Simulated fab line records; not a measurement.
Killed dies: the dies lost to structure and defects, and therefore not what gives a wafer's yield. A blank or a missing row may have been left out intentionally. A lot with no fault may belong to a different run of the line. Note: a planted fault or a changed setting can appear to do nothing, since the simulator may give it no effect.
Which tool was responsible?    flow nand harc    24 lots with 72 wafers sampled at 4 steps, on a route of 1302 steps

== WHAT EACH GAUGE READ, for each wafer ==
NHARC_A_CONTACT_CD_MEAS_80.
lot   measured      on         cd nm (nm)
L074  day 22 06:35  cd sem-01  288.9 288.6 289.0
L075  day 22 16:44  cd sem-01  289.4 289.2 288.5
L077  day 22 23:04  cd sem-03  288.6 289.0 289.2
L076  day 23 07:18  cd sem-01  289.4 289.2 289.6
L079  day 24 08:02  cd sem-01  289.4 289.6 289.2
L081  day 24 12:06  cd sem-01  290.1 290.2 289.6
L078  day 24 15:20  cd sem-01  290.1 290.3 290.0
L080  day 24 19:31  cd sem-01  289.4 289.0 289.3
L083  day 25 19:00  cd sem-02  289.0 288.5 288.0
L082  day 25 19:51  cd sem-02  289.3 289.1 289.0
L085  day 26 01:47  cd sem-01  288.5 288.7 289.0
L084  day 26 05:27  cd sem-02  290.9 290.1 290.5
L086  day 27 12:30  cd sem-01  290.5 290.3 290.6
L088  day 28 04:01  cd sem-01  290.3 290.8 290.1
L089  day 28 05:35  cd sem-02  288.5 288.4 288.7
L087  day 28 10:10  cd sem-03  288.0 287.9 288.1
L090  day 28 12:43  cd sem-01  288.6 288.5 288.2
L091  day 29 08:27  cd sem-03  291.2 290.7 290.8
L093  day 29 21:29  cd sem-03  290.5 290.1 290.5
L092  day 30 01:29  cd sem-03  290.6 290.1 290.3
L094  day 30 14:05  cd sem-02  288.9 289.3 289.4
L095  day 30 15:58  cd sem-01  289.0 288.8 289.0
L096  day 31 12:03  cd sem-03  290.1 290.4 290.3
L097  day 32 06:46  cd sem-02  290.4 290.4 290.6

NHARC_A_CONTACT_INSPECT_23.
lot   measured      on                 raw defect count
L074  day 22 16:13  defect inspect-02  367 490 486
L075  day 23 02:02  defect inspect-02  985 607 547
L077  day 23 09:13  defect inspect-01  415 464 481
L076  day 23 18:43  defect inspect-01  312 341 311
L079  day 24 20:28  defect inspect-02  423 299 354
L081  day 25 01:57  defect inspect-01  526 726 669
L078  day 25 04:26  defect inspect-01  466 408 517
L080  day 25 09:55  defect inspect-02  291 301 301
L083  day 26 05:26  defect inspect-02  535 688 559
L082  day 26 08:59  defect inspect-02  897 844 598
L085  day 26 11:05  defect inspect-02  279 459 477
L084  day 26 14:58  defect inspect-02  427 475 391
L086  day 28 00:12  defect inspect-01  383 455 422
L088  day 28 14:53  defect inspect-02  347 344 332
L089  day 28 16:57  defect inspect-02  450 553 509
L087  day 28 21:04  defect inspect-01  683 479 958
L090  day 28 22:14  defect inspect-01  535 688 572
L091  day 29 18:24  defect inspect-01  534 492 639
L093  day 30 08:28  defect inspect-01  577 453 439
L092  day 30 10:52  defect inspect-01  618 754 563
L094  day 31 00:08  defect inspect-01  494 533 608
L095  day 31 01:19  defect inspect-02  502 358 539
L096  day 31 21:19  defect inspect-02  716 723 1020
L097  day 32 16:32  defect inspect-01  514 354 511

== WHICH TOOL RAN EACH LOT (tool, then ch and the chambers of the sampled wafers, then the start) ==
lot   NHARC_A_CONTACT_ETCH_133              NHARC_A_CONTACT_ETCH_106
L074  har cap etch-02 ch 0,1, day 22 05:40  rie diel-03 ch 2,3, day 22 06:53
L075  har cap etch-02 ch 0,1, day 22 15:44  rie diel-04 ch 0,1,3, day 22 17:02
L077  har cap etch-03 ch 0,1, day 22 22:07  rie diel-03 ch 1,2, day 22 23:21
L076  har cap etch-01 ch 0,1, day 23 06:04  rie diel-03 ch 0,1, day 23 07:36
L079  har cap etch-01 ch 0,1, day 24 07:02  rie diel-08 ch 1,2, day 24 08:20
L081  har cap etch-02 ch 0,1, day 24 11:08  rie diel-04 ch 0,1, day 24 12:24
L078  har cap etch-03 ch 0,1, day 24 14:30  rie diel-08 ch 2,3, day 24 15:53
L080  har cap etch-02 ch 0,1, day 24 18:39  rie diel-04 ch 0,2,3, day 24 19:49
L083  har cap etch-01 ch 0,1, day 25 18:00  rie diel-03 ch 0,1,3, day 25 19:19
L082  har cap etch-03 ch 0,1, day 25 18:51  rie diel-08 ch 1,2,3, day 25 20:10
L085  har cap etch-02 ch 0,1, day 26 00:47  rie diel-08 ch 0,2, day 26 02:05
L084  har cap etch-03 ch 0,1, day 26 04:35  rie diel-04 ch 0,1,3, day 26 05:48
L086  har cap etch-01 ch 0,1, day 27 11:30  rie diel-04 ch 0,1,3, day 27 12:59
L088  har cap etch-03 ch 0,1, day 28 03:01  rie diel-03 ch 0,2,3, day 28 04:19
L089  har cap etch-01 ch 0,1, day 28 04:35  rie diel-04 ch 1,2, day 28 05:52
L087  har cap etch-02 ch 0,1, day 28 08:55  rie diel-03 ch 0,1,2, day 28 10:28
L090  har cap etch-03 ch 0,1, day 28 11:47  rie diel-04 ch 1,3, day 28 13:01
L091  har cap etch-01 ch 0,1, day 29 07:26  rie diel-03 ch 0,1,3, day 29 08:44
L093  har cap etch-03 ch 0,1, day 29 20:29  rie diel-08 ch 1,2,3, day 29 21:47
L092  har cap etch-02 ch 0,1, day 30 00:37  rie diel-03 ch 1,3, day 30 01:46
L094  har cap etch-02 ch 0,1, day 30 13:05  rie diel-03 ch 0,1,2, day 30 14:24
L095  har cap etch-03 ch 0,1, day 30 14:58  rie diel-03 ch 0,1,3, day 30 16:15
L096  har cap etch-01 ch 0,1, day 31 11:03  rie diel-08 ch 0,1, day 31 12:20
L097  har cap etch-02 ch 0,1, day 32 02:52  rie diel-03 ch 1,2, day 32 07:07
- NHARC_A_CONTACT_ETCH_133: etches the open film in C4F8/O2/Ar, time 374 s, target depth 1610 nm.
- NHARC_A_CONTACT_ETCH_106: etches the open film in CF4/O2, target depth 90 nm, overetch 9 nm, time 49.5 s.

== WHAT THE TOOLS THEMSELVES READ (means of the sampled wafers that have a number; where no wafer has one, the mark that the record gives instead) ==
NHARC_A_CONTACT_ETCH_106.
lot   tool         cf4 flow sccm (sccm)  drypump motor current A (A)  mfc ar sccm (sccm)  oes product au (a.u.)  rf vpp V (V)  showerhead plenum p Torr (Torr)  throttle valve pct (%)
L074  rie diel-03  79.92                 6.1                          0.010               1.002                  196.7         1.27                             13.395
L075  rie diel-04  79.95                 5.5                          0.010               1.012                  198.1         1.38                             13.398
L077  rie diel-03  79.96                 6.2                          0.010               0.999                  195.8         1.24                             13.396
L076  rie diel-03  80.06                 5.6                          0.009               1.001                  199.0         1.38                             13.399
L079  rie diel-08  80.01                 5.7                          0.005               1.000                  198.7         1.37                             13.386
L081  rie diel-04  79.96                 5.4                          0.019               0.998                  197.6         1.33                             13.404
L078  rie diel-08  80.13                 5.2                          0.005               0.996                  197.2         1.31                             13.395
L080  rie diel-04  79.91                 5.7                          0.010               0.997                  196.9         1.34                             13.391
L083  rie diel-03  80.03                 6.0                          0.004               1.010                  198.1         1.34                             13.392
L082  rie diel-08  80.08                 5.5                          0.005               0.994                  197.9         1.34                             13.402
L085  rie diel-08  79.93                 5.3                          0.005               0.998                  196.4         1.26                             13.403
L084  rie diel-04  80.04                 5.5                          0.010               1.004                  198.1         1.37                             13.398
L086  rie diel-04  80.00                 5.5                          0.010               1.002                  198.7         1.37                             13.401
L088  rie diel-03  79.70                 5.8                          0.009               1.007                  198.7         1.40                             13.398
L089  rie diel-04  79.71                 5.3                          0.000               0.994                  197.5         1.34                             13.395
L087  rie diel-03  79.70                 6.0                          0.009               1.006                  199.0         1.38                             13.398
L090  rie diel-04  80.03                 5.5                          0.000               0.999                  200.4         1.42                             13.406
L091  rie diel-03  80.10                 6.0                          0.004               0.998                  198.0         1.34                             13.395
L093  rie diel-08  79.98                 5.5                          0.005               1.006                  197.6         1.33                             13.397
L092  rie diel-03  79.92                 6.5                          0.000               0.996                  196.0         1.27                             13.408
L094  rie diel-03  79.83                 5.9                          0.009               0.993                  198.8         1.38                             13.401
L095  rie diel-03  80.13                 6.0                          0.004               0.995                  197.2         1.34                             13.400
L096  rie diel-08  79.95                 5.8                          0.000               1.002                  198.2         1.36                             13.399
L097  rie diel-03  79.87                 6.5                          0.005               0.995                  196.5         1.31                             13.396

== THE ANSWER, worked out from the rows above alone ==
Rule: the lots themselves supply what counts as usual. The widest of any qualifying gaps counts: lots, ordered by their means at a reading, are off when they make up no more than a third of the lots, leave a main group of 4 or more, and stand apart from it by 3 or more times the standard deviation of that group's means. A main group whose means are all the same, to the digits that the tables above print for the reading, isn't used. Also off: a lot with no number at a reading for which 4 or more lots have one. All remaining lots with rows at the step are treated as sound. Order of review: gauges by route order, followed by the tools' own readings, for which a lot's mean as printed above is used. The first step at which some lot is off is used, and at that step the reading that is off furthest; a lot without a number counts as furthest.
Across all readings shown, no lot is off: no conclusion can be drawn from this.

== WHAT THE SIMULATOR PUT IN ==
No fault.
